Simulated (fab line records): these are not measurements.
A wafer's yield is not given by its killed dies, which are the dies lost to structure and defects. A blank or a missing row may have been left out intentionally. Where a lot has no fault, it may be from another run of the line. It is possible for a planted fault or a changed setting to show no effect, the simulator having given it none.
Check of tool commonality || flow n5-finfet || 9 lots, 27 wafers sampled

## WHAT PROMPTED THE OPENING
At N5_BEOL_M4_RC_MEAS_101 the reading RS_NWELL is flagged on 2 of 9 lots. Fault-free wafers read 1036 ohm/sq, with a standard deviation of 6.4.
Rule: a lot is flagged when every wafer of it that has a number lies more than 4 standard deviations from that mean, or none has a number. The other lots count as sound.

{"lot": "L921", "measured": "day 8 15:06", "on": "prober-02", "RS_NWELL (ohm/sq), wafer by wafer": "1037 1034 1033", "flag": ""}
{"lot": "L924", "measured": "day 9 06:56", "on": "prober-02", "RS_NWELL (ohm/sq), wafer by wafer": "1031 1030 1035", "flag": ""}
{"lot": "L926", "measured": "day 9 18:08", "on": "prober-01", "RS_NWELL (ohm/sq), wafer by wafer": "1041 1041 1031", "flag": ""}
{"lot": "L930", "measured": "day 10 21:25", "on": "prober-01", "RS_NWELL (ohm/sq), wafer by wafer": "1033 1040 1041", "flag": ""}
{"lot": "L931", "measured": "day 11 04:47", "on": "prober-02", "RS_NWELL (ohm/sq), wafer by wafer": "1032 1029 1040", "flag": ""}
{"lot": "L932", "measured": "day 11 12:26", "on": "prober-02", "RS_NWELL (ohm/sq), wafer by wafer": "1036 1040 1046", "flag": ""}
{"lot": "L934", "measured": "day 11 15:35", "on": "prober-02", "RS_NWELL (ohm/sq), wafer by wafer": "1022 1028 1028", "flag": ""}
{"lot": "L941", "measured": "day 14 16:55", "on": "prober-02", "RS_NWELL (ohm/sq), wafer by wafer": "936 941 937", "flag": "FLAGGED"}
{"lot": "L940", "measured": "day 15 05:43", "on": "prober-01", "RS_NWELL (ohm/sq), wafer by wafer": "939 941 929", "flag": "FLAGGED"}
The mean of the flagged lots' numbers is 937 ohm/sq, -99 ohm/sq from the usual (-15 standard deviations).

## WHICH TOOL EACH LOT WENT THROUGH
3 process steps preceding the reading are held in the record, out of 1938 steps in the route. Every cell lists first the tool, next ch and the chambers used by the sampled wafers, and last the start.
{"lot": "L921", "flag": "", "N5_WELL_APT_IMPLANT_14": "implanter-01 ch 0, day 2 08:19", "N5_PMOS_HMC_CHANNEL_EPI_HM_DEP_34": "pecvd-02 ch 0,1, day 2 11:47", "N5_PMOS_HMC_CHANNEL_EPI_HM_OPEN_15": "rie-diel-02 ch 0,2, day 2 12:22"}
{"lot": "L924", "flag": "", "N5_WELL_APT_IMPLANT_14": "implanter-02 ch 0, day 3 02:28", "N5_PMOS_HMC_CHANNEL_EPI_HM_DEP_34": "pecvd-02 ch 1,2, day 3 05:59", "N5_PMOS_HMC_CHANNEL_EPI_HM_OPEN_15": "rie-diel-02 ch 0,2, day 3 06:26"}
{"lot": "L926", "flag": "", "N5_WELL_APT_IMPLANT_14": "implanter-02 ch 0, day 3 13:56", "N5_PMOS_HMC_CHANNEL_EPI_HM_DEP_34": "pecvd-02 ch 0,1,2, day 3 17:01", "N5_PMOS_HMC_CHANNEL_EPI_HM_OPEN_15": "rie-diel-05 ch 1,2,3, day 3 17:58"}
{"lot": "L930", "flag": "", "N5_WELL_APT_IMPLANT_14": "implanter-02 ch 0, day 4 14:09", "N5_PMOS_HMC_CHANNEL_EPI_HM_DEP_34": "pecvd-03 ch 0,1,2, day 4 16:59", "N5_PMOS_HMC_CHANNEL_EPI_HM_OPEN_15": "rie-diel-04 ch 1,2,3, day 4 17:32"}
{"lot": "L931", "flag": "", "N5_WELL_APT_IMPLANT_14": "implanter-01 ch 0, day 4 19:56", "N5_PMOS_HMC_CHANNEL_EPI_HM_DEP_34": "pecvd-02 ch 0,1,2, day 4 22:50", "N5_PMOS_HMC_CHANNEL_EPI_HM_OPEN_15": "rie-diel-05 ch 0,3, day 4 23:27"}
{"lot": "L932", "flag": "", "N5_WELL_APT_IMPLANT_14": "implanter-02 ch 0, day 5 01:46", "N5_PMOS_HMC_CHANNEL_EPI_HM_DEP_34": "pecvd-01 ch 0,2, day 5 04:40", "N5_PMOS_HMC_CHANNEL_EPI_HM_OPEN_15": "rie-diel-02 ch 2,3, day 5 05:14"}
{"lot": "L934", "flag": "", "N5_WELL_APT_IMPLANT_14": "implanter-02 ch 0, day 5 13:59", "N5_PMOS_HMC_CHANNEL_EPI_HM_DEP_34": "pecvd-01 ch 0,2, day 5 17:00", "N5_PMOS_HMC_CHANNEL_EPI_HM_OPEN_15": "rie-diel-04 ch 0,1,2, day 5 17:34"}
{"lot": "L941", "flag": "FLAGGED", "N5_WELL_APT_IMPLANT_14": "implanter-02 ch 0, day 7 07:47", "N5_PMOS_HMC_CHANNEL_EPI_HM_DEP_34": "pecvd-01 ch 0,1,2, day 7 10:41", "N5_PMOS_HMC_CHANNEL_EPI_HM_OPEN_15": "rie-diel-02 ch 0,1, day 7 11:35"}
{"lot": "L940", "flag": "FLAGGED", "N5_WELL_APT_IMPLANT_14": "implanter-02 ch 0, day 7 01:54", "N5_PMOS_HMC_CHANNEL_EPI_HM_DEP_34": "pecvd-02 ch 0,2, day 7 05:05", "N5_PMOS_HMC_CHANNEL_EPI_HM_OPEN_15": "rie-diel-05 ch 0,1,3, day 7 05:40"}
What the steps here do:
- N5_WELL_APT_IMPLANT_14
- N5_PMOS_HMC_CHANNEL_EPI_HM_DEP_34: deposits SiO2 from TEOS/O2, target thk 36 nm, time 6.9 s.
- N5_PMOS_HMC_CHANNEL_EPI_HM_OPEN_15: chemistry CHF3/O2, target SiO2, target depth 40.6 nm, time 20.3 s.
- N5_BEOL_M4_RC_MEAS_101

## FLAGGED OVER TOTAL, TOOL BY TOOL (the gauges that took the reading come last)
{"step": "N5_WELL_APT_IMPLANT_14", "tool": "implanter-01", "lots run": 2, "flagged": 0, "share of the flagged lots": "none", "sound lots run after its first flagged lot": "-"}
{"step": "N5_WELL_APT_IMPLANT_14", "tool": "implanter-02", "lots run": 7, "flagged": 2, "share of the flagged lots": "all", "sound lots run after its first flagged lot": 0}
{"step": "N5_PMOS_HMC_CHANNEL_EPI_HM_DEP_34", "tool": "pecvd-01", "lots run": 3, "flagged": 1, "share of the flagged lots": "some", "sound lots run after its first flagged lot": 0}
{"step": "N5_PMOS_HMC_CHANNEL_EPI_HM_DEP_34", "tool": "pecvd-02", "lots run": 5, "flagged": 1, "share of the flagged lots": "some", "sound lots run after its first flagged lot": 0}
{"step": "N5_PMOS_HMC_CHANNEL_EPI_HM_DEP_34", "tool": "pecvd-03", "lots run": 1, "flagged": 0, "share of the flagged lots": "none", "sound lots run after its first flagged lot": "-"}
{"step": "N5_PMOS_HMC_CHANNEL_EPI_HM_OPEN_15", "tool": "rie-diel-02", "lots run": 4, "flagged": 1, "share of the flagged lots": "some", "sound lots run after its first flagged lot": 0}
{"step": "N5_PMOS_HMC_CHANNEL_EPI_HM_OPEN_15", "tool": "rie-diel-04", "lots run": 2, "flagged": 0, "share of the flagged lots": "none", "sound lots run after its first flagged lot": "-"}
{"step": "N5_PMOS_HMC_CHANNEL_EPI_HM_OPEN_15", "tool": "rie-diel-05", "lots run": 3, "flagged": 1, "share of the flagged lots": "some", "sound lots run after its first flagged lot": 0}
{"step": "N5_BEOL_M4_RC_MEAS_101", "tool": "prober-01", "lots run": 3, "flagged": 1, "share of the flagged lots": "some", "sound lots run after its first flagged lot": 0}
{"step": "N5_BEOL_M4_RC_MEAS_101", "tool": "prober-02", "lots run": 6, "flagged": 1, "share of the flagged lots": "some", "sound lots run after its first flagged lot": 0}

## WHAT THE TABLE ALLOWS
1 row of the table ran every flagged lot: implanter-02 at N5_WELL_APT_IMPLANT_14.
- implanter-02 at N5_WELL_APT_IMPLANT_14: 2 of its 7 lots flagged. It ran its last sound lot, L934, at day 5 13:59 and its first flagged lot, L940, at day 7 01:54: a fault with its onset between the two fits. Its own readings lie more than 4 standard deviations out on every wafer of the flagged lots: dose-ions-cm2, faraday-current-uA.
What remains is a single tool, implanter-02 at N5_WELL_APT_IMPLANT_14.

## WHAT THE SIMULATOR HAD PUT IN
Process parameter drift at N5_WELL_APT_IMPLANT_14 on implanter-02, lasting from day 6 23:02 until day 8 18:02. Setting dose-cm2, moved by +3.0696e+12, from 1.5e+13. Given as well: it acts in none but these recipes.
Struck lots among those shown: L941, L940. Same finding as the rule above.
